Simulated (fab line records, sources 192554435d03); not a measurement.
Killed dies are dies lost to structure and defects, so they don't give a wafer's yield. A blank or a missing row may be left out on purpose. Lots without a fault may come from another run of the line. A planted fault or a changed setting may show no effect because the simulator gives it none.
Split-lot experiment | flow n5_finfet | 7 lots, 21 wafers read, on a route of 1938 steps

THE SPLIT
At N5_GATE_CUT_ALD_22 (deposits SiNx, target thk 16 nm, pulse time 1 s, ald cycles 320), the setting ald_cycles was moved away from the recipe's 320 on 5 of the 21 wafers read, by -10.9% to +4.4%. The other wafers ran this setting at the recipe's value.

The reading is taken at the split's own step.

THE READING
SiNx_of_GATE_CUT_ALD_22.thk_nm (the simulator's own value, which no gauge read), in nm, at N5_GATE_CUT_ALD_22 (deposits SiNx, target thk 16 nm, pulse time 1 s, ald cycles 320). The file gives no usual value for it. The 16 wafers here that ran the recipe average 16.1 nm, standard deviation 0.11 nm.

wafer  | tool, chamber at the split | ald_cycles as run | against the recipe | SiNx_of_GATE_CUT_ALD_22.thk_nm, nm | against lot-mates on the recipe
L077.2 | ald_sin-04, 3              | 320               | recipe             | 16.2                               | -
L077.5 | ald_sin-04, 0              | 297               | -7.2%              | 14.8                               | -1.3
L077.6 | ald_sin-04, 1              | 320               | recipe             | 16                                 | -
L080.2 | ald_sin-02, 0              | 320               | recipe             | 16.2                               | -
L080.3 | ald_sin-02, 2              | 320               | recipe             | 16                                 | -
L080.5 | ald_sin-02, 2              | 320               | recipe             | 16                                 | -
L085.2 | ald_sin-04, 0,3,1          | 320               | recipe             | 16                                 | -
L085.3 | ald_sin-04, 0,3,1          | 320               | recipe             | 16                                 | -
L085.5 | ald_sin-04, 0,3,1          | 320               | recipe             | 16                                 | -
L090.2 | ald_sin-04, 1              | 320               | recipe             | 16                                 | -
L090.6 | ald_sin-04, 1              | 320               | recipe             | 16                                 | -
L090.4 | ald_sin-04, 0              | 320               | recipe             | 16.2                               | -
L093.1 | ald_sin-03, 0              | 334               | +4.4%              | 16.6                               | +0.7
L093.5 | ald_sin-03, 1              | 320               | recipe             | 16                                 | -
L093.6 | ald_sin-03, 0              | 320               | recipe             | 15.8                               | -
L096.3 | ald_sin-02, 1,0            | 320               | recipe             | 16.2                               | -
L096.4 | ald_sin-02, 1,0            | 320               | recipe             | 16.2                               | -
L096.6 | ald_sin-02, 2              | 320               | recipe             | 16                                 | -
L097.3 | ald_sin-02, 1,2,3          | 285               | -10.9%             | 14.4                               | no lot-mate on the recipe
L097.5 | ald_sin-02, 1,2,3          | 285               | -10.9%             | 14.4                               | no lot-mate on the recipe
L097.6 | ald_sin-02, 1,2,3          | 285               | -10.9%             | 14.4                               | no lot-mate on the recipe
Where a row lists several chambers, the file gives one row for several wafers and doesn't say which wafer went through which chamber.

THE FIT
A straight line over all 21 wafers: SiNx_of_GATE_CUT_ALD_22.thk_nm changes by +0.152 nm for each +1% of ald_cycles; r = +0.99; the points scatter about the line by 0.11 nm.
The same after taking each lot's own level away (the mean of its wafers on the recipe; 18 wafers): +0.175 nm for each +1%; r = +0.97; scatter 0.089 nm.
On that fit, the largest move of ald_cycles shifts the reading by 1.9 nm.
The lots' own levels span 15.90 to 16.13 nm, that is 2.1 times the standard deviation above.
So the lot-to-lot level changes the slope: the two fits differ.
Check: with one of the wafers moved furthest among these (-7.2%) left out of the fit, the line predicts -1.15 nm for it against its lot-mates. It came out at -1.3 nm against them.

OTHER SPLITS ON THESE WAFERS
These wafers also went through other splits before the reading. Each is held against what the fit with the lots' levels taken away leaves over:
other split on the same wafers | wafers away from the commonest value | r with SiNx_of_GATE_CUT_ALD_22.thk_nm (lot level and that fit taken away)
N5_SD_EPI_N_EXPOSE_06 dose_mj  | 7                                    | -0.24
N5_SDB_COAT_03 spin_rpm        | 7                                    | +0.53
N5_SDB_ETCH_17 bias_w          | 11                                   | +0.14
N5_HKMG_FIN_DESCUM_53 time_s   | 5                                    | -0.05
N5_HKMG_FIN_ETCH_54 source_w   | 8                                    | +0.02

THE FILE'S OWN FIT
SiNx_of_GATE_CUT_ALD_22.thk_nm changes by +0.175 nm for each +1% of ald_cycles, r = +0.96.
